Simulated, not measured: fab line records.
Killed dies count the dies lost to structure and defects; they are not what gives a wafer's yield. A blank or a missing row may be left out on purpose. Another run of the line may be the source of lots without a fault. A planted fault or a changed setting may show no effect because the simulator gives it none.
A lot that was struck, set against a sound lot -- flow nand-harc -- 13 out of 1159 route steps
Sound: the wafers L965.2, L965.4, L965.5. The struck wafers were L975.1, L975.4, L975.5. The cause is given at the end.
For every step that has rows: the tool of each side, followed by ch and its chambers, followed by its first start. Under that, the readings that differ: sound wafers -- struck wafers -- difference of the means -- sigmas: that difference in standard deviations of wafers without a fault.
alike: readings whose means differ by less than 2 such deviations, and words and numbers that are the same on both sides. not compared: withheld readings, readings that some wafer has no value for, bounds like >300 that may hide the same value, and numbers for which the record gives no deviation and whose values overlap.
Wherever a step has rows on one side only, a row that says differs or no value, or a row with sigmas, the two part there. Non-overlapping numbers with no deviation appear without sigmas and do not part them. A reading that every wafer of one side lacks parts them only if that side has two wafers or more.

first, 5 steps without rows for these wafers: NHARC_A_ZERO_WELL_SOFTBAKE_05 (time 70 s); NHARC_A_ZERO_WELL_EBR_06; NHARC_A_ZERO_WELL_EXPOSE_07 (exposes mask A ZERO); NHARC_A_ZERO_WELL_PEB_08 (peb time 80 s); NHARC_A_ZERO_WELL_DEVELOP_09 (time 50 s).
NHARC_A_ZERO_WELL_CD_MEAS_10 targets a cd of 2000 nm.
  sound on cd-sem-03 ch 0, day 9 00:59; struck on cd-sem-02 ch 0, day 11 03:45
  alike: cd-nm
then, 1 step without rows for these wafers: NHARC_A_ZERO_WELL_HARDBAKE_11 (time 65 s).
NHARC_A_ZERO_WELL_DESCUM_12: chemistry O2, time 3 s.
  sound on rie-diel-05 ch 0,1,3, day 9 01:08; struck on rie-diel-05 ch 0,2,3, day 11 03:55
reading,sound,struck,difference,sigmas
rf-vpp-V (V),57.7 55.1 57.8,58.9 60.1 58.5,+2.3,+2
  alike: drypump-motor-current-A, oes-product-au, showerhead-plenum-p-Torr, throttle-valve-pct
  not compared: rf-hours-counter-h
NHARC_A_ZERO_WELL_ETCH_19: etches the open film in N2/H2, target depth 80 nm, overetch 24 nm, time 87.88 s.
  sound on rie-diel-05 ch 0,2, day 9 01:13; struck on rie-diel-05 ch 0,2,3, day 11 04:00
  alike: drypump-motor-current-A, oes-product-au, rf-vpp-V, showerhead-plenum-p-Torr, throttle-valve-pct
  not compared: rf-hours-counter-h
NHARC_A_ZERO_WELL_ETCH_13: etches the open film in HBr/Cl2, target depth 120 nm, time 40.1 s.
  sound on rie-si-06 ch 0,3, day 9 01:22; struck on rie-si-06 ch 0,1, day 11 04:07
  alike: drypump-motor-current-A, oes-product-au, throttle-valve-pct
  not compared: rf-hours-counter-h
then, 1 step without rows for these wafers: NHARC_A_ZERO_WELL_STRIP_14 (strips in SPM, time 900 s).
NHARC_A_ZERO_WELL_IMPLANT_15:
  sound on implanter-01 ch 0, day 9 01:56; struck on implanter-02, day 11 04:40
  no value came back on the struck wafers for beam-energy-keV, beam-on-s (s), tilt-deg (degrees); on the sound wafers beam-energy-keV reads 149.97 149.92 149.97
then, 1 step without rows for these wafers: NHARC_A_ZERO_WELL_PRECLEAN_22 (cleans in SC1, time 60 s).

WHERE THEY PART
Last at NHARC_A_ZERO_WELL_IMPLANT_15 as far as this record goes, first at NHARC_A_ZERO_WELL_DESCUM_12.

WHY: whatever the simulator had introduced
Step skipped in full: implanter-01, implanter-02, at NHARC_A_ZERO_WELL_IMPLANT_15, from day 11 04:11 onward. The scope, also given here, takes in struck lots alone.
